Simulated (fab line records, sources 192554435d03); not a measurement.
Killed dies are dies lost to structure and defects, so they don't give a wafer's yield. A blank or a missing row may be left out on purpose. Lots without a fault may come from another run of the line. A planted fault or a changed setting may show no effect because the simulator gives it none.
Chamber matching | flow n5_finfet | N5_BEOL_M5_DEP_56 on pecvd-04: 3 sister chambers
The step deposits SiCN from 3MS/NH3, target thk 8 nm, time 14 s. 22 wafers are shown with their chamber, then 11 later ones without.

WAFERS WITH THEIR CHAMBER
wafer  | chamber | showerhead_plenum_p_Torr (Torr) | throttle_valve_pct (%)
L079.1 | 2       | 3.678                           | 8.9
L079.2 | 1       | 3.675                           | 8.7
L079.3 | 0       | 3.634                           | 8.3
L079.4 | 0       | 3.650                           | 8.3
L079.5 | 2       | 3.665                           | 8.6
L079.6 | 1       | 3.677                           | 8.8
L080.1 | 2       | 3.681                           | 8.4
L080.2 | 0       | 3.638                           | 8.8
L080.3 | 1       | 3.675                           | 8.5
L080.4 | 0       | 3.644                           | 8.7
L080.5 | 2       | 3.681                           | 8.6
L080.6 | 1       | 3.678                           | 8.6
L081.2 | 2       | 3.668                           | 8.4
L081.4 | 0       | 3.643                           | 8.8
L081.5 | 2       | 3.669                           | 8.6
L083.2 | 1       | 3.681                           | 8.7
L083.4 | 2       | 3.670                           | 8.7
L083.5 | 0       | 3.654                           | 8.6
L091.2 | 2       | 3.670                           | 8.7
L091.4 | 1       | 3.677                           | 8.7
L091.6 | 2       | 3.672                           | 8.4
L090.1 | 2       | 3.670                           | 8.5

SIGNATURES (means of the wafers above)
reading                  | chamber 0 | chamber 1 | chamber 2 | scatter within a chamber
showerhead_plenum_p_Torr | 3.64383   | 3.67717   | 3.67240   | 0.00553
throttle_valve_pct       | 8.583     | 8.667     | 8.580     | 0.171
Rule: a wafer's distance from a chamber is the root of the sum, over the readings, of the square of ((its reading less the chamber's mean) divided by the reading's scatter). The wafer belongs to the nearest chamber; if the next one is less than 2 further off, it can't be placed. The scatter: the root of (the sum of the squares of (reading less its chamber's mean) over the shown wafers, divided by (wafers less chambers)).

WAFERS WITHOUT THEIR CHAMBER
wafer  | showerhead_plenum_p_Torr (Torr) | throttle_valve_pct (%)
L090.2 | 3.686                           | 8.6
L090.3 | 3.646                           | 8.8
L090.4 | 3.681                           | 8.2
L090.5 | 3.648                           | 8.6
L090.6 | 3.677                           | 8.5
L093.3 | 3.668                           | 8.6
L093.4 | 3.670                           | 8.7
L093.5 | 3.684                           | 8.6
L096.1 | 3.657                           | 8.7
L096.2 | 3.645                           | 8.6
L096.3 | 3.678                           | 8.4

WHICH CHAMBER EACH WENT THROUGH
wafer  | from the rows above          | in truth
L090.2 | can't be placed: 1 or 2      | 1
L090.3 | 0                            | 0
L090.4 | can't be placed: 2 or 1      | 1
L090.5 | 0                            | 0
L090.6 | can't be placed: 2 or 1      | 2
L093.3 | can't be placed: 2 or 1      | 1
L093.4 | can't be placed: 2 or 1      | 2
L093.5 | can't be placed: 1 or 2      | 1
L096.1 | can't be placed: 0 or 2 or 1 | 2
L096.2 | 0                            | 0
L096.3 | can't be placed: 2 or 1      | 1
Placed correctly: 3 of 11. Can't be placed from these rows: 8 (the true chamber is among the candidates in 8). Placed wrongly: 0.
